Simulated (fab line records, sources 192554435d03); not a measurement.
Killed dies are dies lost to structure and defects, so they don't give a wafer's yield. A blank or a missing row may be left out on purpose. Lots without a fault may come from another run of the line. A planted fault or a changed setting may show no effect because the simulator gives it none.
One fault seen from 2 desks | flow n5_finfet | each desk has only its own numbers; what lay behind them comes last

THE TOOL OWNER'S DESK: cmp-03
The tool's own readings at N5_GATE_CUT_CMP_23 (polishes, stops on SiO2, t overpolish 23.4 s, target thk 16 nm): means of the sampled wafers that have a number, for each lot that ran on this tool. A lot is out of limits, marked OUT, if its mean lies more than 4 standard deviations from the usual mean; the brackets give that distance.
Columns: A = head_pressure_psi at N5_GATE_CUT_CMP_23, usual 2.500 psi; B = motor_current_A at N5_GATE_CUT_CMP_23, usual 9.2 A; C = overpolish_run_s at N5_GATE_CUT_CMP_23, usual 23.400 s; D = time_to_endpoint_s at N5_GATE_CUT_CMP_23, usual 18 s
lot  | first seen here | A                | B   | C      | D
L556 | day 6 21:10     | 2.497            | 9.4 | 23.406 | 18
L557 | day 6 23:59     | 2.504            | 9.0 | 23.399 | 18
L562 | day 8 09:41     | 2.540 (+7.0) OUT | 9.7 | 23.401 | 14
L570 | day 10 11:49    | 2.494            | 9.5 | 23.401 | 15
This desk's finding: out of limits on L562; first on L562, day 8 09:41 (head_pressure_psi at N5_GATE_CUT_CMP_23). In limits: L556, L557, L570.

THE METROLOGY DESK
What the gauges read, lot by lot, whatever tool the lot ran on: means of the sampled wafers that have a number. A lot is out of limits, marked OUT, if its mean lies more than 4 standard deviations from the usual mean; the brackets give that distance. Of its 10 readings 7 are shown: those that lie furthest out on some lot.
Columns: A = DIBL_P at N5_BEOL_M4_RC_MEAS_101, usual 34.8 mV/V; B = IOFF_P at N5_BEOL_M4_RC_MEAS_101, usual 0.19 nA/um; C = ION_N at N5_BEOL_M4_RC_MEAS_101, usual 677 uA/um; D = ION_P at N5_BEOL_M4_RC_MEAS_101, usual 462 uA/um; E = SS_N at N5_BEOL_M4_RC_MEAS_101, usual 71.4 mV/dec; F = VT_N at N5_BEOL_M4_RC_MEAS_101, usual 250 mV; G = VT_P at N5_BEOL_M4_RC_MEAS_101, usual -251 mV
lot  | first seen here | A    | B    | C   | D   | E    | F   | G
L551 | day 9 06:27     | 34.0 | 0.17 | 680 | 463 | 70.7 | 251 | -255
L556 | day 10 10:04    | 34.7 | 0.21 | 670 | 464 | 72.1 | 247 | -248
L555 | day 10 10:59    | 35.2 | 0.19 | 692 | 470 | 71.3 | 247 | -250
L557 | day 10 14:34    | 36.4 | 0.19 | 674 | 458 | 71.6 | 251 | -253
L562 | day 11 15:32    | 33.0 | 0.17 | 652 | 453 | 71.5 | 256 | -251
L565 | day 12 05:58    | 32.5 | 0.15 | 671 | 459 | 70.4 | 252 | -253
L568 | day 13 15:20    | 35.7 | 0.17 | 678 | 454 | 71.8 | 251 | -256
L571 | day 14 14:02    | 38.0 | 0.23 | 700 | 473 | 71.9 | 245 | -249
L570 | day 14 15:19    | 34.5 | 0.22 | 679 | 471 | 71.2 | 252 | -245
This desk's finding: nothing out of limits on any of the 9 lots.

PUT TOGETHER
The tool owner's desk could have raised an alarm at day 8 09:41, on L562.
The metrology desk saw nothing out of limits.
The metrology desk has L562 on record, within its limits.
Of the lots named, all ran N5_GATE_CUT_CMP_23 on cmp-03.

WHAT THE SIMULATOR HAD PUT IN
Process parameter drift: cmp-03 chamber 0, from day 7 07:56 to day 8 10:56, at N5_GATE_CUT_CMP_23. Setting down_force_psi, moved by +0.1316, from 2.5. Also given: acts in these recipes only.
Lots struck among those shown: L562.
Hours from the fault's start to each desk's first reading out of limits: the tool owner's desk, 26.
